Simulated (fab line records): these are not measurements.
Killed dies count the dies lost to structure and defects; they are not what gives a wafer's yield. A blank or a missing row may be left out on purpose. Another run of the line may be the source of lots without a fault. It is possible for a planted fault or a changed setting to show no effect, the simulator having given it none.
Chamber matching | flow n5Finfet | pecvd-04 running N5_BEOL_M4_PECVD_72: 3 sister chambers
The step deposits SiO2 from TEOS/O2, target thk 16 nm, time 18 s. 16 wafers are shown with their chamber, then 8 later ones without.

## WAFERS PAIRED WITH THEIR CHAMBERS
wafer  | chamber | throttleValvePct (%) | showerheadPlenumPTorr (Torr) | heaterPowerW (W)
L079.2 | 2       | 21.3                 | 8.69                         | 643
L079.3 | 2       | 21.3                 | 8.73                         | 658
L079.6 | 2       | 21.3                 | 8.73                         | 650
L083.2 | 1       | 23.3                 | 8.84                         | 701
L083.5 | 2       | 21.5                 | 8.72                         | 785
L083.6 | 0       | 24.2                 | 8.72                         | 796
L085.1 | 0       | 24.3                 | 8.72                         | 720
L085.4 | 0       | 24.1                 | 8.71                         | 737
L085.5 | 2       | 21.4                 | 8.72                         | 689
L088.2 | 0       | 24.4                 | 8.72                         | 780
L088.5 | 0       | 24.1                 | 8.70                         | 768
L088.6 | 1       | 23.5                 | 8.85                         | 665
L090.1 | 1       | 23.4                 | 8.89                         | 612
L090.3 | 2       | 21.3                 | 8.72                         | 777
L090.5 | 0       | 24.1                 | 8.72                         | 805
L092.2 | 1       | 23.8                 | 8.85                         | 612

SIGNATURES (averages over the wafers above)
reading               | chamber 0 | chamber 1 | chamber 2 | scatter within a chamber
throttleValvePct      | 24.200    | 23.500    | 21.350    | 0.14
showerheadPlenumPTorr | 8.7150    | 8.8575    | 8.7183    | 0.015
heaterPowerW          | 767.67    | 647.50    | 700.33    | 49.6
Rule: for a wafer and a chamber, the distance is found by dividing, reading by reading, the gap between the wafer's reading and the chamber's mean by the reading's scatter, squaring, summing and taking the root. The wafer belongs to the nearest chamber; if the next one is less than 2 further off, it can't be placed. The scatter: the root of (the sum of the squares of (reading less its chamber's mean) over the shown wafers, divided by (wafers less chambers)).

## WAFERS WITH NO CHAMBER GIVEN
wafer  | throttleValvePct (%) | showerheadPlenumPTorr (Torr) | heaterPowerW (W)
L092.4 | 24.3                 | 8.71                         | 675
L092.6 | 23.7                 | 8.86                         | 614
L094.1 | 21.4                 | 8.72                         | 762
L094.5 | 23.7                 | 8.83                         | 711
L094.6 | 21.5                 | 8.69                         | 769
L095.1 | 24.3                 | 8.69                         | 671
L095.2 | 21.3                 | 8.72                         | 772
L095.5 | 21.6                 | 8.72                         | 762

## WHICH CHAMBER EACH WENT THROUGH
wafer  | from the rows above | in truth
L092.4 | 0                   | 0
L092.6 | 1                   | 1
L094.1 | 2                   | 2
L094.5 | 1                   | 1
L094.6 | 2                   | 2
L095.1 | 0                   | 0
L095.2 | 2                   | 2
L095.5 | 2                   | 2
Placed correctly: 8 of 8. From these rows, 0 cannot be placed. Number placed wrongly: 0.
